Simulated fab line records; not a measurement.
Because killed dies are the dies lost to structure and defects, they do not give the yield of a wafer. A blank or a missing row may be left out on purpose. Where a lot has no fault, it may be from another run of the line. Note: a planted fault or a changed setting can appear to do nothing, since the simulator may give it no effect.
Chamber matching :: flow n5 finfet :: 4 sister chambers for N5_BEOL_M2_ETCH_63 on rie diel-05
The step etches SiARC in CF4, target depth 15.6 nm, time 26 s. 18 wafers are shown with their chamber, then 9 later ones without.

EACH WAFER AND ITS CHAMBER
wafer: L074.1
chamber: 0
drypump motor current A (A): 6.0
showerhead plenum p Torr (Torr): 2.23
throttle valve pct (%): 15.53

wafer: L074.3
chamber: 2
drypump motor current A (A): 6.4
showerhead plenum p Torr (Torr): 2.27
throttle valve pct (%): 15.54

wafer: L074.5
chamber: 1
drypump motor current A (A): 5.2
showerhead plenum p Torr (Torr): 2.21
throttle valve pct (%): 15.92

wafer: L075.2
chamber: 1
drypump motor current A (A): 5.2
showerhead plenum p Torr (Torr): 2.21
throttle valve pct (%): 15.93

wafer: L075.4
chamber: 1
drypump motor current A (A): 5.2
showerhead plenum p Torr (Torr): 2.21
throttle valve pct (%): 15.91

wafer: L075.6
chamber: 2
drypump motor current A (A): 6.3
showerhead plenum p Torr (Torr): 2.27
throttle valve pct (%): 15.56

wafer: L077.1
chamber: 1
drypump motor current A (A): 5.2
showerhead plenum p Torr (Torr): 2.20
throttle valve pct (%): 15.94

wafer: L077.2
chamber: 3
drypump motor current A (A): 5.6
showerhead plenum p Torr (Torr): 2.27
throttle valve pct (%): 15.31

wafer: L077.6
chamber: 3
drypump motor current A (A): 5.6
showerhead plenum p Torr (Torr): 2.27
throttle valve pct (%): 15.31

wafer: L079.1
chamber: 1
drypump motor current A (A): 5.2
showerhead plenum p Torr (Torr): 2.20
throttle valve pct (%): 15.94

wafer: L079.2
chamber: 2
drypump motor current A (A): 6.3
showerhead plenum p Torr (Torr): 2.27
throttle valve pct (%): 15.56

wafer: L079.3
chamber: 3
drypump motor current A (A): 5.6
showerhead plenum p Torr (Torr): 2.27
throttle valve pct (%): 15.32

wafer: L084.1
chamber: 3
drypump motor current A (A): 5.6
showerhead plenum p Torr (Torr): 2.27
throttle valve pct (%): 15.35

wafer: L084.3
chamber: 1
drypump motor current A (A): 5.2
showerhead plenum p Torr (Torr): 2.20
throttle valve pct (%): 15.41

wafer: L084.4
chamber: 2
drypump motor current A (A): 6.3
showerhead plenum p Torr (Torr): 2.26
throttle valve pct (%): 15.59

wafer: L088.3
chamber: 0
drypump motor current A (A): 6.1
showerhead plenum p Torr (Torr): 2.22
throttle valve pct (%): 15.58

wafer: L088.5
chamber: 3
drypump motor current A (A): 5.6
showerhead plenum p Torr (Torr): 2.27
throttle valve pct (%): 15.36

wafer: L088.6
chamber: 0
drypump motor current A (A): 6.0
showerhead plenum p Torr (Torr): 2.22
throttle valve pct (%): 15.60

SIGNATURES, as means of the wafers listed above
reading: drypump motor current A
chamber 0: 6.033
chamber 1: 5.200
chamber 2: 6.325
chamber 3: 5.600
scatter within a chamber: 0.0318

reading: showerhead plenum p Torr
chamber 0: 2.2233
chamber 1: 2.2050
chamber 2: 2.2675
chamber 3: 2.2700
scatter within a chamber: 0.00456

reading: throttle valve pct
chamber 0: 15.5700
chamber 1: 15.8417
chamber 2: 15.5625
chamber 3: 15.3300
scatter within a chamber: 0.128
Rule: a wafer's distance from a chamber is the root of the sum, over the readings, of the square of ((its reading less the chamber's mean) divided by the reading's scatter). If the next closest chamber is less than 2 further off than the closest, the wafer can't be placed; otherwise it belongs to the closest. The scatter: the root of (the sum of the squares of (reading less its chamber's mean) over the shown wafers, divided by (wafers less chambers)).

WAFERS WITH NO CHAMBER GIVEN
wafer: L090.2
drypump motor current A (A): 5.2
showerhead plenum p Torr (Torr): 2.20
throttle valve pct (%): 15.43

wafer: L090.4
drypump motor current A (A): 6.3
showerhead plenum p Torr (Torr): 2.26
throttle valve pct (%): 15.60

wafer: L090.6
drypump motor current A (A): 5.6
showerhead plenum p Torr (Torr): 2.27
throttle valve pct (%): 15.36

wafer: L093.1
drypump motor current A (A): 5.6
showerhead plenum p Torr (Torr): 2.26
throttle valve pct (%): 15.38

wafer: L093.2
drypump motor current A (A): 6.1
showerhead plenum p Torr (Torr): 2.21
throttle valve pct (%): 15.62

wafer: L093.3
drypump motor current A (A): 5.2
showerhead plenum p Torr (Torr): 2.20
throttle valve pct (%): 15.45

wafer: L096.2
drypump motor current A (A): 5.1
showerhead plenum p Torr (Torr): 2.19
throttle valve pct (%): 15.47

wafer: L096.3
drypump motor current A (A): 6.3
showerhead plenum p Torr (Torr): 2.25
throttle valve pct (%): 15.63

wafer: L096.6
drypump motor current A (A): 6.3
showerhead plenum p Torr (Torr): 2.25
throttle valve pct (%): 15.63

WHICH CHAMBER EACH ONE RAN IN
wafer: L090.2
from the rows above: 1
in truth: 1

wafer: L090.4
from the rows above: 2
in truth: 2

wafer: L090.6
from the rows above: 3
in truth: 3

wafer: L093.1
from the rows above: 3
in truth: 3

wafer: L093.2
from the rows above: 0
in truth: 0

wafer: L093.3
from the rows above: 1
in truth: 1

wafer: L096.2
from the rows above: 1
in truth: 1

wafer: L096.3
from the rows above: 2
in truth: 2

wafer: L096.6
from the rows above: 2
in truth: 2
Placed correctly: 9 of 9. From these rows, 0 cannot be placed. Wrongly placed: 0.
